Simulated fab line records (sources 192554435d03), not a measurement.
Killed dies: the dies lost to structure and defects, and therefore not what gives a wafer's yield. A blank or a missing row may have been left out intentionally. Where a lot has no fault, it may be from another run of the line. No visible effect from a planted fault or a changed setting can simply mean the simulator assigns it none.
Chamber matching :: flow n5-finfet :: rie-diel-03 running N5_BEOL_M12_DESCUM_33: 4 sister chambers
The step chemistry O2, time 7.9 s. 4 wafers are shown with their chamber, then 8 later ones without.

== EACH WAFER AND ITS CHAMBER ==
wafer: L078.3
chamber: 0
throttle-valve-pct (%): 20.19

wafer: L080.4
chamber: 2
throttle-valve-pct (%): 20.03

wafer: L080.5
chamber: 3
throttle-valve-pct (%): 20.56

wafer: L083.2
chamber: 1
throttle-valve-pct (%): 20.43

== WAFERS WHOSE CHAMBER IS MISSING ==
wafer: L083.3
throttle-valve-pct (%): 19.88

wafer: L083.5
throttle-valve-pct (%): 20.45

wafer: L084.1
throttle-valve-pct (%): 20.03

wafer: L084.3
throttle-valve-pct (%): 19.91

wafer: L084.6
throttle-valve-pct (%): 19.90

wafer: L088.3
throttle-valve-pct (%): 20.47

wafer: L088.4
throttle-valve-pct (%): 20.02

wafer: L088.6
throttle-valve-pct (%): 20.58

== WHICH CHAMBER EACH WENT THROUGH ==
wafer: L083.3
from the rows above: can't be placed: 2 or 0
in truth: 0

wafer: L083.5
from the rows above: can't be placed: 1 or 3
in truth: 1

wafer: L084.1
from the rows above: can't be placed: 2 or 0
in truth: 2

wafer: L084.3
from the rows above: can't be placed: 2 or 0
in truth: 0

wafer: L084.6
from the rows above: can't be placed: 2 or 0
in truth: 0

wafer: L088.3
from the rows above: can't be placed: 1 or 3
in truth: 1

wafer: L088.4
from the rows above: can't be placed: 2 or 0
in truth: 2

wafer: L088.6
from the rows above: can't be placed: 3 or 1
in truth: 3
Correct placement for 0 of the 8. From these rows, 8 cannot be placed; in 8 the true chamber is one of the candidates. Number placed wrongly: 0.
How it was worked out, from the rows above alone: a wafer's distance from a chamber is the root of the sum, over the readings, of the square of ((its reading less the chamber's mean) divided by the reading's scatter). If the next closest chamber is less than 2 further off than the closest, the wafer can't be placed; otherwise it belongs to the closest. The mean given for a chamber averages the wafers shown for that chamber. The scatter (one wafer shown for each chamber): square how far every hidden wafer sits from the nearest shown wafer, average those squares and take the square root.
